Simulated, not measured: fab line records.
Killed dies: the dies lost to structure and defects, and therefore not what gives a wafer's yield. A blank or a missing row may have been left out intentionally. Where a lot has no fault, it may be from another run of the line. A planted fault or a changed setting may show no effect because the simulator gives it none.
Matching of chambers || flow n5Finfet || 3 sister chambers for N5_BEOL_M6_ETCH_61 on rieDiel-04
The step etches SiARC in CF4, target depth 45.5 nm, time 75.8 s. 3 wafers are shown with their chamber, then 6 later ones without.

EACH WAFER AND ITS CHAMBER
{"wafer": "L086.2", "chamber": 3, "throttleValvePct (%)": 15.34}
{"wafer": "L086.6", "chamber": 2, "throttleValvePct (%)": 15.97}
{"wafer": "L092.1", "chamber": 1, "throttleValvePct (%)": 15.92}

WAFERS WITHOUT THEIR CHAMBER
{"wafer": "L092.4", "throttleValvePct (%)": 15.34}
{"wafer": "L092.5", "throttleValvePct (%)": 15.94}
{"wafer": "L093.2", "throttleValvePct (%)": 15.94}
{"wafer": "L093.5", "throttleValvePct (%)": 15.95}
{"wafer": "L096.1", "throttleValvePct (%)": 15.95}
{"wafer": "L096.6", "throttleValvePct (%)": 15.39}

CHAMBER TAKEN BY EACH
{"wafer": "L092.4", "from the rows above": 3, "in truth": 3}
{"wafer": "L092.5", "from the rows above": "can't be placed: 1 or 2", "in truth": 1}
{"wafer": "L093.2", "from the rows above": "can't be placed: 1 or 2", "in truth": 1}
{"wafer": "L093.5", "from the rows above": "can't be placed: 2 or 1", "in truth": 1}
{"wafer": "L096.1", "from the rows above": "can't be placed: 2 or 1", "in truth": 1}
{"wafer": "L096.6", "from the rows above": 3, "in truth": 3}
Correct placement for 2 of the 6. These rows do not allow placing 4 (true chamber among the candidates in 4). Number placed wrongly: 0.
How it was worked out, from the rows above alone: a wafer's distance from a chamber is the root of the sum, over the readings, of the square of ((its reading less the chamber's mean) divided by the reading's scatter). The wafer belongs to the nearest chamber; if the next one is less than 2 further off, it can't be placed. The mean given for a chamber averages the wafers shown for that chamber. The scatter: with one shown wafer a chamber, the root of the mean of the squares of how far each hidden wafer lies from its nearest shown one.
